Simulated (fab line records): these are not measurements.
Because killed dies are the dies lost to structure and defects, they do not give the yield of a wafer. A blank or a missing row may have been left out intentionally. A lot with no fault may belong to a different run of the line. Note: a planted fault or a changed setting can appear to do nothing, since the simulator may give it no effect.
Problem report in the 8D (eight disciplines) form, filled by code || flow nand-harc || the parts of the form that need people (team, actions taken, sign-off) are left out

== 1. WHAT IS WRONG ==
Mean of heater-power-total-W at NHARC_P_M1_SOFTBAKE_04: 192.34 W across 6 wafers in 2 lots; on wafers with no fault it is 188.45 W (standard deviation 0.12). Measured from the usual mean, that is +32 standard deviations.
The step: time 55 s.
Earliest sighting: wafer L123.1 on litho-track-01 at day 14 01:00. At this step, 36 wafers from 12 lots have a number in the record. The rule behind "out" and "out of limits": a value lying over 4 standard deviations away from the usual mean. All remaining wafers that have a number are taken as sound.

== 2. WHAT IT IS AND WHAT IT IS NOT ==
{"question": "which readings at this step", "is": "heater-power-total-W", "is not": "-"}
{"question": "which lots", "is": "L123, L125", "is not": "L105, L107, L108, L110, L111, L113, L117, L121, L126, L128"}
{"question": "which wafers of those lots", "is": "all that have a number", "is not": "-"}
{"question": "read on which tools", "is": "litho-track-01", "is not": "litho-track-04, litho-track-06"}
{"question": "when", "is": "from day 14 01:00", "is not": "up to then (24 sound wafers); but 6 sound wafers of L126, L128 came after"}

== 3. SUSPECTS, AND WHAT RULES EACH OUT ==
Counting: a tool at any process step up to the reading remains a suspect when it ran all the lots that are out and ran no sound lot after the first of those.
- litho-track-01 at NHARC_P_M1_SOFTBAKE_04 (time 55 s): kept. All lots that are out passed through it, beginning with L123 at day 14 01:00, and no sound lot followed; its final sound lot before that point was L121 at day 13 00:00. Its own readings are out on those wafers: heater-power-total-W.
Left after counting: litho-track-01 at NHARC_P_M1_SOFTBAKE_04.

== 4. THE CAUSE (what the simulator had put in) ==
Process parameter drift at NHARC_P_M1_SOFTBAKE_04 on litho-track-01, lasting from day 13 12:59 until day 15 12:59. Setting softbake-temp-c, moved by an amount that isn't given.
After counting, this tool was the only one left.

== 5. THE EFFECT CHAIN, in route order ==
Each row: a reading where the mean over the struck wafers with a number is more than 3 standard deviations away from the usual. Scope: only readings with a usual standard deviation given in the record; hours: median across lots of the time from each lot's start at the first step in this table that gives one to its start at this step; sigmas: change in usual standard deviations.
{"hours": 0, "step": "NHARC_P_M1_SOFTBAKE_04", "reading": "heater-power-total-W", "usual": "188.45 W", "on struck wafers": 192.34, "change": "+3.89", "sigmas": "+32"}
Here are the process steps it includes:
- NHARC_P_M1_SOFTBAKE_04: time 55 s.
Later measuring or inspecting steps at which every struck wafer that the step has a row for has a number for every such reading, and none has moved that far: NHARC_P_M1_CD_MEAS_09, NHARC_END_SORT_01.

== 6. HOW IT WOULD HAVE BEEN CAUGHT EARLIER ==
First out-of-limits reading in this record: day 14 01:00, which is 12 hours after fault onset at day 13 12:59.
